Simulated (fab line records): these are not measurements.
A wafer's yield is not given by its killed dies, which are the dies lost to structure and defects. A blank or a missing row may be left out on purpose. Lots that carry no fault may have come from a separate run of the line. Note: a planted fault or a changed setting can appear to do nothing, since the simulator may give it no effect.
Which of the tools did it? :: flow n5_finfet :: 6 lots, 18 wafers sampled, at 2 steps of a route of 1938

== WHAT EACH GAUGE READ, for each wafer ==
N5_BEOL_M5_RS_MEAS_57: measures by four-point-probe.
lot: L771
measured: day 9 06:02
on: film_metro-01
M5_RS (ohm/sq): 0.368 0.369 0.370

lot: L772
measured: day 9 14:10
on: film_metro-02
M5_RS (ohm/sq): 0.393 0.361 0.383

lot: L775
measured: day 10 06:11
on: film_metro-02
M5_RS (ohm/sq): 0.373 0.381 0.390

lot: L780
measured: day 11 13:58
on: film_metro-02
M5_RS (ohm/sq): 0.384 0.377 0.403

lot: L786
measured: day 13 03:39
on: film_metro-02
M5_RS (ohm/sq): 0.395 0.401 0.382

lot: L791
measured: day 14 02:20
on: film_metro-01
M5_RS (ohm/sq): 0.374 0.375 0.392

== EACH LOT AND THE TOOL THAT RAN IT (in order: tool; ch and the chambers of the sampled wafers; start) ==
lot: L771
N5_BEOL_M5_SPUTTER_88: pvd_sputter-03, day 9 03:31

lot: L772
N5_BEOL_M5_SPUTTER_88: pvd_sputter-02, day 9 11:46

lot: L775
N5_BEOL_M5_SPUTTER_88: pvd_sputter-03, day 10 04:01

lot: L780
N5_BEOL_M5_SPUTTER_88: pvd_sputter-03, day 11 11:48

lot: L786
N5_BEOL_M5_SPUTTER_88: pvd_sputter-02, day 13 01:27

lot: L791
N5_BEOL_M5_SPUTTER_88: pvd_sputter-01, day 14 00:09
- N5_BEOL_M5_SPUTTER_88: material Cu, target thk 15 nm, time 27.62 s.

== THE ANSWER, worked out from the rows above alone ==
Rule: usual is defined by the lots themselves. The widest of any qualifying gaps counts: lots, ordered by their means at a reading, are off when they make up no more than a third of the lots, leave a main group of 4 or more, and stand apart from it by 3 or more times the standard deviation of that group's means. Not used: any main group whose means are identical at the precision the tables above print for the reading. A lot without any number at a reading at which 4 lots or more have one is off too. Where the step has rows for the other lots, those lots are counted as sound.
Across all readings shown, no lot is off: no conclusion can be drawn from this.

== WHAT HAD BEEN PUT IN BY THE SIMULATOR ==
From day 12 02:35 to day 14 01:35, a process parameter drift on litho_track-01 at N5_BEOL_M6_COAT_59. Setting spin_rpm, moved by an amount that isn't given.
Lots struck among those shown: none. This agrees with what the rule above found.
